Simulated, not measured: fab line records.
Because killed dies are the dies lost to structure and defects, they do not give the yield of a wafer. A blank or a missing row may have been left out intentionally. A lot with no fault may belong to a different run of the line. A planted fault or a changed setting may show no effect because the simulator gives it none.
fab line records	flow n5-finfet	part 2 of 2: steps 22 to 30 of 30
record lots=5	wafers=15	last-day=17
route steps=1938 shown ZERO_LAYER@7 WELL_APT@20
lots with no fault: from the same line, run without faults
start-h: the number of hours between the record's first day and the start of the first shown wafer of the lot	wait-h: hours from the lot's prior step to this one	" unchanged from the row above	L1.1+2: a single row standing in for several wafers	- value missing, or start not given	* or withheld: withheld	< > ~ a bound
route shown NAME@n: names a module that has steps shown in the file, with the first one's number in the route	usual: average and standard deviation across the fault-free wafers	same: alike in all rows	chamber/n: place in a boat	sites: readings site by site	_std_site: standard deviation across them	_edge_site: the outer-site mean with the inner-site mean subtracted	radius-mm: for every site, how far away it sits from the centre of the wafer	mask NAME#n: copy n	behind: the most recent tool/chamber to have shaped the wafer	hold: why the lot went on hold/how many hours it stayed there/how the hold came to an end	device: the n, p or np transistor that did not switch	end of line: the tests these same wafers got at the end of their route	where a step has no rows: the recipe by itself	killed: dies lost to structure and defects at the first sort, not the wafer's yield	map: a wafer's dies, marking killed ones x, the rest . and places with no die _
set.NAME: setting as actually run; set.NAME@STEP: the setting as run at that earlier step	model.NAME: the simulator's own value behind a step, which no gauge read
a table for each step, a row for each wafer; lots at some steps of the route
services: the hour from which a tool's chamber was out of use, counted from the record's first day as start-h (under 0 if before that day), plus the number of hours and why
## steps
# step N5_WELL_APT_CD_MEAS_08
# recipe target-cd-nm=200	landing-energy-ev=500	detector=se-inlens
# usual cd-nm=200.4/2
lot.wafer	tool	chamber	start-h	wait-h	cd-nm
L076.2	cd-sem-01	0	26.00	-	204.2
L076.3	"	0	"	"	200.4
L076.6	"	0	"	"	202.2
L084.1	cd-sem-02	0	73.91	-	200.1
L084.5	"	0	"	"	200.1
L084.6	"	0	"	"	202.1
L085.3	cd-sem-02	0	79.69	-	197.2
L085.4	"	0	"	"	195.6
L085.6	"	0	"	"	196.7
L092.2	cd-sem-02	0	121.56	-	201.7
L092.5	"	0	"	"	202.2
L092.6	"	0	"	"	201.8
L094.1	cd-sem-03	0	133.64	-	196.3
L094.3	"	0	"	"	200.2
L094.6	"	0	"	"	198.6
# step N5_WELL_APT_OVL_MEAS_09
# recipe points-per-wafer=44
# usual NWELL_OVL=6/5.8
lot.wafer	tool	chamber	start-h	wait-h	NWELL_OVL[nm]
L076.2	overlay-02	0	26.03	0.0	8
L076.3	"	0	"	"	6
L076.6	"	0	"	"	-1
L084.1	overlay-01	0	73.94	0.0	3
L084.5	"	0	"	"	-2
L084.6	"	0	"	"	-1
L085.3	overlay-01	0	79.71	0.0	3
L085.4	"	0	"	"	3
L085.6	"	0	"	"	8
L092.2	overlay-02	0	121.59	0.0	8
L092.5	"	0	"	"	9
L092.6	"	0	"	"	7
L094.1	overlay-01	0	133.67	0.0	16
L094.3	"	0	"	"	6
L094.6	"	0	"	"	12
# step N5_WELL_APT_INSPECT_10
# recipe mode=adi	inspect-instrument=macro
# usual raw-defect-count=1.9/1.5
lot.wafer	tool	chamber	start-h	wait-h	raw-defect-count
L076.2	defect-inspect-02	-	26.06	0.0	1
L076.3	"	-	"	"	3
L076.6	"	-	"	"	1
L084.1	defect-inspect-02	-	73.96	0.0	4
L084.5	"	-	"	"	2
L084.6	"	-	"	"	0
L085.3	defect-inspect-02	-	79.74	0.0	0
L085.4	"	-	"	"	3
L085.6	"	-	"	"	3
L092.2	defect-inspect-01	-	121.61	0.0	4
L092.5	"	-	"	"	0
L092.6	"	-	"	"	2
L094.1	defect-inspect-01	-	133.70	0.0	2
L094.3	"	-	"	"	5
L094.6	"	-	"	"	2
# step N5_WELL_APT_DESCUM_13
# recipe chemistry=O2	time-s=7.9	source-power-w=50	bias-power-w=20	pressure-mtorr=20	rf-frequency-hz=2.712e+07	temp-c=40	o2-flow-sccm=225
# usual drypump-motor-current-A=5.7/0.43	oes-product-au=0.75/0.082	rf-vpp-V=242.5/1.2	showerhead-plenum-p-Torr=2.06/0.064	throttle-valve-pct=20.41/0.3
lot.wafer	tool	chamber	start-h	wait-h	drypump-motor-current-A	oes-product-au	rf-hours-counter-h	rf-vpp-V	showerhead-plenum-p-Torr	throttle-valve-pct
L076.2	rie-diel-04	2	26.54	0.5	5.8	0.76	125	244.5	2.21	20.60
L076.3	"	3	"	"	5.3	0.68	240	244.3	2.05	20.27
L076.6	"	3	"	"	5.3	0.69	-	242.3	2.05	20.24
L084.1	rie-diel-04	0	74.07	0.1	5.6	0.71	202	240.8	2.01	20.35
L084.5	"	1	"	"	5.2	0.73	-	241.6	2.02	20.03
L084.6	"	2	"	"	5.8	0.74	-	243.5	2.20	20.65
L085.3	rie-diel-06	0	80.02	0.3	6.6	0.70	219	242.2	2.07	20.68
L085.4	"	2	"	"	5.4	0.72	161	241.5	1.99	20.38
L085.6	"	3	"	"	6.5	0.92	-	242.1	2.03	20.09
L092.2	rie-diel-06	3	121.66	0.0	6.4	0.90	33	241.7	2.02	20.13
L092.5	"	3	"	"	6.5	0.89	-	242.8	2.02	20.11
L092.6	"	2	"	"	5.4	0.71	-	240.5	1.99	20.42
L094.1	rie-diel-06	3	133.73	0.0	6.5	0.89	38	243.2	2.02	20.12
L094.3	"	2	"	"	5.4	0.71	181	241.5	1.99	20.42
L094.6	"	3	"	"	6.4	0.89	-	241.7	2.02	20.11
# step N5_WELL_APT_IMPLANT_14
# recipe species=P	energy-kev=160	dose-cm2=1.5e+13	tilt-deg=0	rotation-deg=0
# usual rotation-deg=0.002/0.018	tilt-deg=0.003/0.022
lot.wafer	tool	chamber	start-h	wait-h	rotation-deg	tilt-deg
L076.2	implanter-02	0	26.67	0.1	0.014	-0.019
L076.3	"	0	"	"	-0.011	0.004
L076.6	"	0	"	"	0.018	0.000
L084.1	implanter-02	0	74.17	0.1	-0.007	-0.004
L084.5	"	0	"	"	0.015	-0.005
L084.6	"	0	"	"	-0.023	-0.011
L085.3	implanter-01	0	80.18	0.1	0.034	-0.004
L085.4	"	0	"	"	0.013	0.006
L085.6	"	0	"	"	-0.015	-0.008
L092.2	implanter-02	0	121.79	0.1	0.004	-0.061
L092.5	"	0	"	"	0.036	-0.055
L092.6	"	0	"	"	0.013	-0.044
L094.1	implanter-01	0	133.83	0.1	0.015	0.038
L094.3	"	0	"	"	0.038	0.040
L094.6	"	0	"	"	0.023	0.044
# step N5_WELL_APT_IMPLANT_15
# recipe species=As	energy-kev=25	dose-cm2=1.5e+13	tilt-deg=0	rotation-deg=0
# usual rotation-deg=0.003/0.015	tilt-deg=-0.005/0.022
lot.wafer	tool	chamber	start-h	wait-h	rotation-deg	tilt-deg
L076.2	implanter-02	0	26.85	0.1	0.003	0.002
L076.3	"	0	"	"	0.017	-0.003
L076.6	"	0	"	"	0.007	0.016
L084.1	implanter-02	0	74.35	0.1	-0.004	0.002
L084.5	"	0	"	"	0.025	-0.008
L084.6	"	0	"	"	-0.011	-0.002
L085.3	implanter-01	0	80.36	0.1	0.009	0.000
L085.4	"	0	"	"	0.006	-0.006
L085.6	"	0	"	"	-0.009	-0.019
L092.2	implanter-02	0	121.97	0.1	0.032	-0.046
L092.5	"	0	"	"	0.011	-0.002
L092.6	"	0	"	"	0.006	-0.015
L094.1	implanter-01	0	134.01	0.1	-0.016	-0.038
L094.3	"	0	"	"	-0.017	-0.005
L094.6	"	0	"	"	0.000	0.011
# step N5_WELL_APT_STRIP_16
# recipe chemistry=SPM	time-s=900	temp-c=130	h2so4-h2o2-vol-ratio=4	dry=ipa-marangoni
# usual bath-guard-temp-C=130.0/0.58
lot.wafer	tool	chamber	start-h	wait-h	bath-guard-temp-C
L076.2	wet-bench-01	3	27.04	0.2	130.2
L076.3	"	7	"	"	128.9
L076.6	"	2	"	"	129.8
L084.1	wet-bench-06	2	74.56	0.2	129.1
L084.5	"	1	"	"	129.0
L084.6	"	4	"	"	130.2
L085.3	wet-bench-01	6	80.50	0.1	130.0
L085.4	"	2	"	"	130.4
L085.6	"	1	"	"	130.8
L092.2	wet-bench-05	0	122.14	0.1	129.3
L092.5	"	1	"	"	129.9
L092.6	"	3	"	"	130.4
L094.1	wet-bench-05	4	134.22	0.2	130.7
L094.3	"	3	"	"	130.6
L094.6	"	1	"	"	129.8
# step N5_WELL_APT_HMDS_18
# recipe time-s=60	temp-c=120
# usual chill-plate-temp-C=23.03/0.11	heater-power-total-W=196.7/2
lot.wafer	tool	chamber	start-h	wait-h	chill-plate-temp-C	heater-power-total-W
L076.2	litho-track-03	0	27.32	0.0	22.96	195.7
L076.3	"	0	"	"	22.97	199.7
L076.6	"	0	"	"	23.05	196.6
L084.1	litho-track-02	0	74.83	0.0	23.08	194.0
L084.5	"	0	"	"	22.96	194.1
L084.6	"	0	"	"	22.99	198.0
L085.3	litho-track-05	0	80.78	0.0	22.98	194.0
L085.4	"	0	"	"	23.07	194.8
L085.6	"	0	"	"	23.27	199.3
L092.2	litho-track-05	0	122.42	0.0	23.19	195.5
L092.5	"	0	"	"	23.17	196.8
L092.6	"	0	"	"	23.19	196.7
L094.1	litho-track-05	0	134.49	0.0	23.10	196.3
L094.3	"	0	"	"	23.16	197.2
L094.6	"	0	"	"	23.22	195.1
# step N5_WELL_APT_COAT_19
# recipe spin-rpm=1357	resist-thk-nm=950
# usual chill-plate-temp-C=23.01/0.12	dispense-pressure-kPa=49/4.8
lot.wafer	tool	chamber	start-h	wait-h	chill-plate-temp-C	dispense-pressure-kPa
L076.2	litho-track-03	0	-	-	23.02	56
L076.3	"	0	"	"	23.11	56
L076.6	"	0	"	"	22.97	56
L084.1	litho-track-02	0	-	-	22.97	47
L084.5	"	0	"	"	23.15	47
L084.6	"	0	"	"	23.12	47
L085.3	litho-track-05	0	-	-	23.13	43
L085.4	"	0	"	"	22.83	43
L085.6	"	0	"	"	22.98	43
L092.2	litho-track-05	0	-	-	22.97	43
L092.5	"	0	"	"	22.86	43
L092.6	"	0	"	"	22.92	43
L094.1	litho-track-05	0	-	-	23.15	43
L094.3	"	0	"	"	23.20	43
L094.6	"	0	"	"	23.03	43
## services
tool	chamber	start-h	hours	kind
rie-si-06	2	6.75	6.4	repair
rie-diel-06	3	7.58	5.4	repair
krf-scanner-01	-	7.95	1.1	repair
rie-diel-04	3	15.43	4.5	repair
krf-scanner-01	-	17.10	2.7	repair
rie-diel-02	1	21.67	6.5	repair
rie-diel-04	-	29.97	0.6	repair
implanter-02	-	36.31	14.1	repair
krf-scanner-01	-	40.33	1.0	pm
krf-scanner-01	-	44.71	0.7	repair
rie-diel-02	-	46.21	15.6	pm
rie-diel-03	3	48.58	9.8	repair
krf-scanner-01	-	52.77	0.8	pm
implanter-02	-	59.25	8.4	pm
rie-diel-06	-	59.51	0.8	repair
krf-scanner-02	-	71.63	1.0	pm
implanter-02	-	71.95	1.1	repair
plasma-asher-01	-	75.48	0.7	repair
rie-diel-03	1	76.00	12.8	repair
krf-scanner-02	-	78.98	0.7	repair
implanter-01	-	99.19	4.4	repair
rie-diel-06	0	107.86	29.5	repair
krf-scanner-01	-	124.54	1.3	pm
krf-scanner-01	-	133.61	0.2	repair
